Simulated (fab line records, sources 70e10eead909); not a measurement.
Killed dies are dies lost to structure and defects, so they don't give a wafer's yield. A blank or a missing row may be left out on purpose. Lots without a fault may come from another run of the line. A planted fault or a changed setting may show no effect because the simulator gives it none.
Chamber matching | flow nand_harc | NHARC_A_SLIT_DESCUM_14 on rie_diel-02: 4 sister chambers
The step chemistry O2, time 3 s. 14 wafers are shown with their chamber, then 7 later ones without.

WAFERS WITH THEIR CHAMBER
wafer  | chamber | rf_vpp_V (V) | chamber_pressure_mTorr (mTorr) | o2_flow_sccm (sccm)
L333.2 | 2       | 56.1         | 60.10                          | 200.9
L333.3 | 0       | 57.5         | 60.01                          | 199.0
L333.6 | 1       | 56.1         | 59.87                          | 200.5
L336.3 | 1       | 58.1         | 59.94                          | 199.6
L336.4 | 0       | 56.9         | 60.00                          | 199.6
L336.6 | 3       | 58.2         | 60.01                          | 200.5
L335.1 | 3       | 58.1         | 59.99                          | 200.5
L335.3 | 2       | 56.8         | 60.12                          | 200.9
L335.4 | 1       | 57.1         | 59.94                          | 200.0
L339.4 | 0       | 57.7         | 60.02                          | 199.4
L339.5 | 0       | 56.8         | 59.97                          | 198.5
L339.6 | 1       | 58.3         | 60.00                          | 199.4
L340.2 | 2       | 56.2         | 60.05                          | 200.0
L340.5 | 3       | 58.4         | 60.10                          | 199.8

SIGNATURES (means of the wafers above)
reading                | chamber 0 | chamber 1 | chamber 2 | chamber 3 | scatter within a chamber
rf_vpp_V               | 57.225    | 57.400    | 56.367    | 58.233    | 0.633
chamber_pressure_mTorr | 60.0000   | 59.9375   | 60.0900   | 60.0333   | 0.044
o2_flow_sccm           | 199.125   | 199.875   | 200.600   | 200.267   | 0.478
Rule: a wafer's distance from a chamber is the root of the sum, over the readings, of the square of ((its reading less the chamber's mean) divided by the reading's scatter). The wafer belongs to the nearest chamber; if the next one is less than 2 further off, it can't be placed. The scatter: the root of (the sum of the squares of (reading less its chamber's mean) over the shown wafers, divided by (wafers less chambers)).

WAFERS WITHOUT THEIR CHAMBER
wafer  | rf_vpp_V (V) | chamber_pressure_mTorr (mTorr) | o2_flow_sccm (sccm)
L340.6 | 58.7         | 60.06                          | 200.5
L352.3 | 58.3         | 59.93                          | 199.5
L352.5 | 56.6         | 60.03                          | 200.7
L352.6 | 58.2         | 60.05                          | 200.8
L354.1 | 58.5         | 59.97                          | 199.1
L354.2 | 56.8         | 59.96                          | 198.8
L354.5 | 57.3         | 60.05                          | 199.5

WHICH CHAMBER EACH WENT THROUGH
wafer  | from the rows above               | in truth
L340.6 | 3                                 | 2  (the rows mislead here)
L352.3 | can't be placed: 1 or 0 or 3      | 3
L352.5 | can't be placed: 2 or 3 or 1      | 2
L352.6 | can't be placed: 3 or 2           | 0
L354.1 | can't be placed: 0 or 1 or 3      | 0
L354.2 | can't be placed: 0 or 1           | 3
L354.5 | can't be placed: 0 or 3 or 1 or 2 | 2
Placed correctly: 0 of 7. Can't be placed from these rows: 6 (the true chamber is among the candidates in 4). Placed wrongly: 1.
